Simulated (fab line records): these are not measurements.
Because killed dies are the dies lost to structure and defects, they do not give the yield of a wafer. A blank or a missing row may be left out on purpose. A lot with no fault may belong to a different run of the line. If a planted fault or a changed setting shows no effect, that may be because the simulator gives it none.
The same fault as seen by 3 desks :: flow n5Finfet :: what lay behind the numbers comes last; until then each desk has only its own

THE METROLOGY DESK
What the gauges read for every lot (on any tool): the sampled wafers with a number, averaged. Any lot whose mean is over 4 standard deviations away from the usual mean is out of limits and marked OUT; that distance is given in the brackets. It has 25 readings; the 7 that lie furthest out on some lot are the ones shown.
Columns: A = M15_THK at N5_BEOL_M15_THK_MEAS_50, usual 862 nm; B = M15_RS at N5_BEOL_M15_RS_MEAS_54, usual 0.0217 ohm/sq; C = SERP_M11 at N5_BEOL_M15_RC_MEAS_101, usual 3.13 ohm/um; D = SERP_M14 at N5_BEOL_M15_RC_MEAS_101, usual 0.161 ohm/um; E = SERP_M5 at N5_BEOL_M15_RC_MEAS_101, usual 38.8 ohm/um; F = SERP_M6 at N5_BEOL_M15_RC_MEAS_101, usual 13.9 ohm/um; G = SERP_M9 at N5_BEOL_M15_RC_MEAS_101, usual 3.06 ohm/um
lot: L575
first seen here: day 11 19:37
A: 867
B: 0.0216
C: 3.24
D: 0.159
E: 39.5
F: 13.3
G: 3.02

lot: L582
first seen here: day 13 09:55
A: 847
B: 0.0222
C: 3.11
D: 0.159
E: 39.9
F: 13.8
G: 3.12

lot: L583
first seen here: day 13 12:25
A: 867
B: 0.0218
C: 3.14
D: 0.158
E: 39.4
F: 13.8
G: 3.06

lot: L591
first seen here: day 15 04:11
A: 896
B: 0.0211
C: 3.17
D: 0.170
E: 38.7
F: 13.4
G: 3.07

lot: L593
first seen here: day 17 06:13
A: 843
B: 0.0219
C: 3.10
D: 0.162
E: 39.9
F: 14.3
G: 3.20

lot: L597
first seen here: day 17 10:32
A: 857
B: 0.0218
C: 3.26
D: 0.167
E: 35.0
F: 14.9
G: 3.10
This desk found nothing out of limits on any of the 6 lots.

FOR THE TOOL OWNER'S DESK: aldHk-03
The tool's own readings at N5_MIM_TOP_ALD_01 (deposits HfO2, target thk 5.6 nm, pulse time 1 s, purge time 3 s): means of the sampled wafers that have a number, for each lot that ran on this tool. Any lot whose mean is over 4 standard deviations away from the usual mean is out of limits and marked OUT; that distance is given in the brackets.
Columns: A = precursorPulseHeightRel at N5_MIM_TOP_ALD_01, usual 0.999
lot: L582
first seen here: day 13 12:00
A: 1.018

lot: L583
first seen here: day 13 14:00
A: 0.995

lot: L597
first seen here: day 17 12:00
A: 0.991
This desk found nothing out of limits on any of the 3 lots.

THE DEFECT DESK
Lot by lot, what the route's inspections counted, given as the mean of those sampled wafers with a number. Any lot whose mean is over 4 standard deviations away from the usual mean is out of limits and marked OUT; that distance is given in the brackets.
Columns: A = rawDefectCount at N5_BEOL_M15_INSPECT_55, usual 68
lot: L575
first seen here: day 11 19:46
A: 70

lot: L582
first seen here: day 13 10:04
A: 67

lot: L583
first seen here: day 13 12:35
A: 78

lot: L591
first seen here: day 15 04:21
A: 41

lot: L593
first seen here: day 17 06:22
A: 69

lot: L597
first seen here: day 17 10:41
A: 56
This desk found nothing out of limits on any of the 6 lots.

PUT TOGETHER
At the metrology desk, nothing out of limits was observed.
The tool owner's desk saw nothing out of limits.
No out-of-limits result turned up at the defect desk.

WHAT THE SIMULATOR HAD INSERTED
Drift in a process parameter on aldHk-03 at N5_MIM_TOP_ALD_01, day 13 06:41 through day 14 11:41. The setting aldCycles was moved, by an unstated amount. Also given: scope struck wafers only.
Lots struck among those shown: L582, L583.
